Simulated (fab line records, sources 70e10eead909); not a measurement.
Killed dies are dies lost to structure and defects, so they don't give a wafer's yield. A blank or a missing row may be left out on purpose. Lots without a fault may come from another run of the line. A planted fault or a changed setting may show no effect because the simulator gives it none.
Chamber matching | flow nand_harc | NHARC_A_CONTACT_DEP_29 on pecvd-04: 3 sister chambers
The step deposits SiON, target thk 70 nm. 3 wafers are shown with their chamber, then 8 later ones without.

WAFERS WITH THEIR CHAMBER
wafer  | chamber | showerhead_vpp_V (V)
L306.1 | 2       | 1093
L316.1 | 1       | 1138
L317.1 | 0       | 1253

WAFERS WITHOUT THEIR CHAMBER
wafer  | showerhead_vpp_V (V)
L317.2 | 1088
L317.3 | 1123
L319.3 | 1130
L319.4 | 1261
L319.6 | 1053
L318.2 | 1071
L318.5 | 1228
L318.6 | 1059

WHICH CHAMBER EACH WENT THROUGH
wafer  | from the rows above     | in truth
L317.2 | can't be placed: 2 or 1 | 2
L317.3 | can't be placed: 1 or 2 | 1
L319.3 | can't be placed: 1 or 2 | 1
L319.4 | 0                       | 0
L319.6 | can't be placed: 2 or 1 | 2
L318.2 | can't be placed: 2 or 1 | 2
L318.5 | 0                       | 0
L318.6 | can't be placed: 2 or 1 | 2
Placed correctly: 2 of 8. Can't be placed from these rows: 6 (the true chamber is among the candidates in 6). Placed wrongly: 0.
How it was worked out, from the rows above alone: a wafer's distance from a chamber is the root of the sum, over the readings, of the square of ((its reading less the chamber's mean) divided by the reading's scatter). The wafer belongs to the nearest chamber; if the next one is less than 2 further off, it can't be placed. A chamber's mean is the mean of its shown wafers. The scatter: with one shown wafer a chamber, the root of the mean of the squares of how far each hidden wafer lies from its nearest shown one.
